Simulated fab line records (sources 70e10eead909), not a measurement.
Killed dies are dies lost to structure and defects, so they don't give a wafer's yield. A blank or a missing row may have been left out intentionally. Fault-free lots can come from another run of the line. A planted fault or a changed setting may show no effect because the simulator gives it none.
Struck lot and sound lot, side by side / flow nand harc / 14 out of 1302 route steps
Sound: the wafers L203.1, L203.2, L203.4. Struck: wafer L202.6. (L202.1, L202.4 of the same lot were not struck and are left out.) The cause comes at the end.
For every step that has rows: the tool of each side, followed by ch and its chambers, followed by its first start. Under that, the readings that differ: sound wafers / struck wafers / difference of the means / sigmas: that difference in standard deviations of wafers without a fault.
alike: readings whose means differ by less than 2 such deviations, and words and numbers that are the same on both sides. not compared: withheld readings, readings that some wafer has no value for, bounds like >300 that may hide the same value, and numbers for which the record gives no deviation and whose values overlap.
The two part at a step that has a row with sigmas, a row that says differs or no value, or rows on one side only. Non-overlapping numbers with no deviation appear without sigmas and do not part them. Lack of a reading on every wafer of one side parts them only where that side has two or more wafers.

NHARC_A_CHANNEL_FILL_D2_ALD_15: deposits SiNx, target thk 2 nm, pulse time 60 s, ald cycles 19.
  sound on ald sin batch-03 ch 0, day 16 19:30; struck on ald sin batch-02 ch 0, day 15 15:52
  alike: precursor pulse height rel
  not compared: ald cycles
NHARC_A_CHANNEL_FILL_D2_ALD_16: deposits SiO2, target thk 1.5 nm, pulse time 10 s, ald cycles 15.
  sound on ald hk-04 ch 0,2,3, day 16 21:44; struck on ald hk-04 ch 3, day 15 17:58
  alike: heater power w, precursor pulse height rel
  not compared: ald cycles
then, 3 steps without rows for these wafers: NHARC_A_CHANNEL_FILL_D2_ANNEAL_17 (time 1800 s); NHARC_A_CHANNEL_FILL_D2_CVD_18 (deposits poly-Si, target thk 3 nm); NHARC_A_CHANNEL_FILL_D2_ETCHBACK_19 (etches the open film in HBr/Cl2, target depth 5 nm, time 1.7 s).
NHARC_A_CHANNEL_FILL_D2_ETCHBACK_20: etches the open film in C4F8/O2/Ar, target depth 27 nm, time 13.5 s.
  sound on rie diel-07 ch 1,2,3, day 17 09:43; struck on rie diel-11 ch 1, day 16 06:05
reading=oes product au (a.u.); sound=0.999 1.003 0.991; struck=0.917; difference=-0.081; sigmas=-3
  alike: rf vpp V
  not compared: rf hours counter h
NHARC_A_CHANNEL_FILL_D2_STRIP_28: strips in O2, time 20 s.
  sound on rie diel-07 ch 1,2,3, day 17 09:49; struck on rie diel-11 ch 2, day 16 06:11
  alike: drypump motor current A, oes product au, rf vpp V, showerhead plenum p Torr, throttle valve pct
  not compared: rf hours counter h
then, 4 steps without rows for these wafers: NHARC_A_CHANNEL_FILL_D2_PRECLEAN_21 (cleans in dHF, time 30 s); NHARC_A_CHANNEL_FILL_D2_SRD_23; NHARC_A_CHANNEL_FILL_D2_CVD_05 (deposits poly-Si, target thk 5 nm); NHARC_A_CHANNEL_FILL_D2_ANNEAL_22 (time 7200 s).
NHARC_A_CHANNEL_FILL_D2_ALD_25: deposits SiOx, target thk 60 nm, pulse time 10 s, ald cycles 600.
  sound on ald hk-02 ch 0,2,3, day 17 23:01; struck on ald hk-04 ch 0, day 16 21:08
reading=ald cycles; sound=600 600 600; struck=620; difference=+20; sigmas=
  alike: heater power w, precursor pulse height rel
NHARC_A_CHANNEL_FILL_D2_ETCHBACK_08: etches the open film in C4F8, target depth 220 nm, time 110 s.
  sound: rie diel-07 ch 0,1,3; struck: rie diel-11 ch 2
  alike: oes product au, rf vpp V
  not compared: rf hours counter h
-- the record jumps here: 9 days lie between the struck wafers' starts before and after (it left off in module A_CHANNEL_FILL_D2 and takes up again in module END, whose first step shown is number 1302 of the route) --
NHARC_END_SORT_01:
  sound on prober-01 ch 0, day 27 10:19; struck on prober-01 ch 0, day 26 02:10
  alike: killed at array, killed at other, killed at periphery, killed dies, killed open, killed short

== WHERE THEY PART ==
NHARC_A_CHANNEL_FILL_D2_ETCHBACK_20 only, going by this record. Later steps at which nothing parts them and some readings are alike: NHARC_A_CHANNEL_FILL_D2_STRIP_28, NHARC_A_CHANNEL_FILL_D2_ALD_25, NHARC_A_CHANNEL_FILL_D2_ETCHBACK_08, NHARC_END_SORT_01.

WHY: the cause the simulator had injected
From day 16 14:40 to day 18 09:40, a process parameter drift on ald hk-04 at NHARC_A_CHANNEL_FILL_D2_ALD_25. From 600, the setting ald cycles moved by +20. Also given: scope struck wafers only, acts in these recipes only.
